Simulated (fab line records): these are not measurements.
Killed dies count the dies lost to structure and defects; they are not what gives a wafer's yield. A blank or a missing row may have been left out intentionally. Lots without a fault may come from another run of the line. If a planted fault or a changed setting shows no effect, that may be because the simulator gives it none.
Chamber matching	flow nand harc	cmp-02 running NHARC_P_CONTACT_CMP_01: 4 sister chambers
The step polishes SiO2, target thk 200 nm. 8 wafers are shown with their chamber, then 7 later ones without.

## WAFERS, EACH WITH ITS CHAMBER
wafer	chamber	motor current A (A)
L078.3	3	13.8
L078.6	1	10.9
L079.1	2	13.6
L081.1	1	10.9
L081.3	0	13.0
L081.5	0	13.0
L084.1	2	13.6
L084.3	3	13.9

## WAFERS MISSING THEIR CHAMBER
wafer	motor current A (A)
L084.4	11.0
L083.1	14.0
L083.3	10.5
L083.4	13.7
L093.2	10.7
L093.3	14.5
L093.6	11.0

## EACH ONE'S CHAMBER
wafer	from the rows above	in truth
L084.4	1	1
L083.1	3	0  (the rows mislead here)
L083.3	1	1
L083.4	can't be placed: 2 or 3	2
L093.2	1	1
L093.3	3	3
L093.6	1	1
5 of 7 placed correctly. Can't be placed from these rows: 1 (the true chamber is among the candidates in 1). Placed wrongly: 1.
How it was worked out, from the rows above alone: a wafer's distance from a chamber is the root of the sum, over the readings, of the square of ((its reading less the chamber's mean) divided by the reading's scatter). If the next closest chamber is less than 2 further off than the closest, the wafer can't be placed; otherwise it belongs to the closest. The mean given for a chamber averages the wafers shown for that chamber. The scatter is the square root of a quotient: the sum, over the shown wafers, of each reading's squared deviation from its chamber's mean, divided by wafers minus chambers.
